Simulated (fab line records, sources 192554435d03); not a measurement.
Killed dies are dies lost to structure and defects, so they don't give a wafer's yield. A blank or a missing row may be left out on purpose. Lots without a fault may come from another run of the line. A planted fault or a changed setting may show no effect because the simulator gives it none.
Chamber matching | flow n5_finfet | N5_FIN_SAQP_SPACER1_ETCHBACK_25 on rie_diel-06: 4 sister chambers
The step etches SiO2 in CHF3/O2, target depth 24.4 nm, time 12.2 s. 14 wafers are shown with their chamber, then 7 later ones without.

WAFERS WITH THEIR CHAMBER
wafer  | chamber | throttle_valve_pct (%) | oes_product_au (a.u.) | drypump_motor_current_A (A)
L077.2 | 3       | 18.93                  | 0.80                  | 6.2
L077.5 | 3       | 18.93                  | 0.79                  | 6.2
L077.6 | 2       | 18.79                  | 0.70                  | 5.9
L078.3 | 3       | 18.95                  | 0.80                  | 6.2
L078.5 | 3       | 18.95                  | 0.80                  | 6.2
L078.6 | 2       | 18.81                  | 0.70                  | 5.9
L081.1 | 0       | 19.16                  | 0.68                  | 5.8
L081.3 | 3       | 18.95                  | 0.80                  | 6.1
L081.5 | 2       | 18.81                  | 0.69                  | 5.9
L083.2 | 0       | 19.15                  | 0.67                  | 5.8
L083.5 | 0       | 19.14                  | 0.68                  | 5.8
L083.6 | 1       | 19.01                  | 0.77                  | 6.0
L085.1 | 2       | 18.81                  | 0.69                  | 5.9
L085.5 | 0       | 19.15                  | 0.67                  | 5.8

SIGNATURES (means of the wafers above)
reading                 | chamber 0 | chamber 1 | chamber 2 | chamber 3 | scatter within a chamber
throttle_valve_pct      | 19.1500   | 19.0100   | 18.8050   | 18.9420   | 0.0099
oes_product_au          | 0.6750    | 0.7700    | 0.6950    | 0.7980    | 0.00529
drypump_motor_current_A | 5.800     | 6.000     | 5.900     | 6.180     | 0.0283
Rule: a wafer's distance from a chamber is the root of the sum, over the readings, of the square of ((its reading less the chamber's mean) divided by the reading's scatter). The wafer belongs to the nearest chamber; if the next one is less than 2 further off, it can't be placed. The scatter: the root of (the sum of the squares of (reading less its chamber's mean) over the shown wafers, divided by (wafers less chambers)).

WAFERS WITHOUT THEIR CHAMBER
wafer  | throttle_valve_pct (%) | oes_product_au (a.u.) | drypump_motor_current_A (A)
L085.6 | 19.03                  | 0.77                  | 6.0
L087.1 | 19.15                  | 0.68                  | 5.8
L087.3 | 18.98                  | 0.77                  | 6.2
L087.5 | 18.83                  | 0.69                  | 5.9
L097.1 | 19.07                  | 0.74                  | 6.0
L097.2 | 18.74                  | 0.95                  | 5.8
L097.3 | 18.45                  | 0.97                  | 5.9

WHICH CHAMBER EACH WENT THROUGH
wafer  | from the rows above     | in truth
L085.6 | 1                       | 1
L087.1 | 0                       | 0
L087.3 | can't be placed: 3 or 1 | 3
L087.5 | 2                       | 2
L097.1 | 1                       | 1
L097.2 | 3                       | 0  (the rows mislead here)
L097.3 | 3                       | 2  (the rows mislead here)
Placed correctly: 4 of 7. Can't be placed from these rows: 1 (the true chamber is among the candidates in 1). Placed wrongly: 2.
